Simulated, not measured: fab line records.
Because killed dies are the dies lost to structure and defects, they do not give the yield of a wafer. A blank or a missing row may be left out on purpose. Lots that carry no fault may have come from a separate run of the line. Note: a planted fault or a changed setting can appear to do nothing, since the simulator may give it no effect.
Chamber matching / flow nand_harc / 4 sister chambers for NHARC_A_CHANNEL_FILL_D2_ALD_25 on ald_hk-03
The step deposits SiOx, target thk 60 nm, pulse time 10 s, ald cycles 600. 7 wafers are shown with their chamber, then 8 later ones without.

## EACH WAFER AND ITS CHAMBER
wafer=L081.4; chamber=1; heater_power_w (W)=475; precursor_pulse_height_rel=0.999
wafer=L082.3; chamber=0; heater_power_w (W)=476; precursor_pulse_height_rel=1.004
wafer=L085.5; chamber=1; heater_power_w (W)=490; precursor_pulse_height_rel=0.990
wafer=L087.2; chamber=3; heater_power_w (W)=432; precursor_pulse_height_rel=0.992
wafer=L087.5; chamber=2; heater_power_w (W)=443; precursor_pulse_height_rel=0.974
wafer=L087.6; chamber=3; heater_power_w (W)=438; precursor_pulse_height_rel=0.952
wafer=L093.4; chamber=2; heater_power_w (W)=438; precursor_pulse_height_rel=1.007

## WAFERS MISSING THEIR CHAMBER
wafer=L093.2; heater_power_w (W)=482; precursor_pulse_height_rel=0.996
wafer=L093.5; heater_power_w (W)=501; precursor_pulse_height_rel=0.958
wafer=L095.1; heater_power_w (W)=498; precursor_pulse_height_rel=0.993
wafer=L095.3; heater_power_w (W)=443; precursor_pulse_height_rel=0.983
wafer=L095.5; heater_power_w (W)=474; precursor_pulse_height_rel=1.008
wafer=L097.3; heater_power_w (W)=438; precursor_pulse_height_rel=0.967
wafer=L097.4; heater_power_w (W)=433; precursor_pulse_height_rel=0.991
wafer=L097.6; heater_power_w (W)=497; precursor_pulse_height_rel=0.993

## CHAMBER TAKEN BY EACH
wafer=L093.2; from the rows above=can't be placed: 1 or 0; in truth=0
wafer=L093.5; from the rows above=can't be placed: 1 or 0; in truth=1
wafer=L095.1; from the rows above=can't be placed: 1 or 0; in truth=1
wafer=L095.3; from the rows above=can't be placed: 2 or 3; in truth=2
wafer=L095.5; from the rows above=can't be placed: 0 or 1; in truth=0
wafer=L097.3; from the rows above=can't be placed: 3 or 2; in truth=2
wafer=L097.4; from the rows above=can't be placed: 3 or 2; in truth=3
wafer=L097.6; from the rows above=can't be placed: 1 or 0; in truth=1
Placed correctly: 0 of 8. Can't be placed from these rows: 8 (the true chamber is among the candidates in 8). Number placed wrongly: 0.
How it was worked out, from the rows above alone: a wafer's distance from a chamber is the root of the sum, over the readings, of the square of ((its reading less the chamber's mean) divided by the reading's scatter). The wafer belongs to the nearest chamber; if the next one is less than 2 further off, it can't be placed. The mean given for a chamber averages the wafers shown for that chamber. The scatter is the square root of a quotient: the sum, over the shown wafers, of each reading's squared deviation from its chamber's mean, divided by wafers minus chambers.
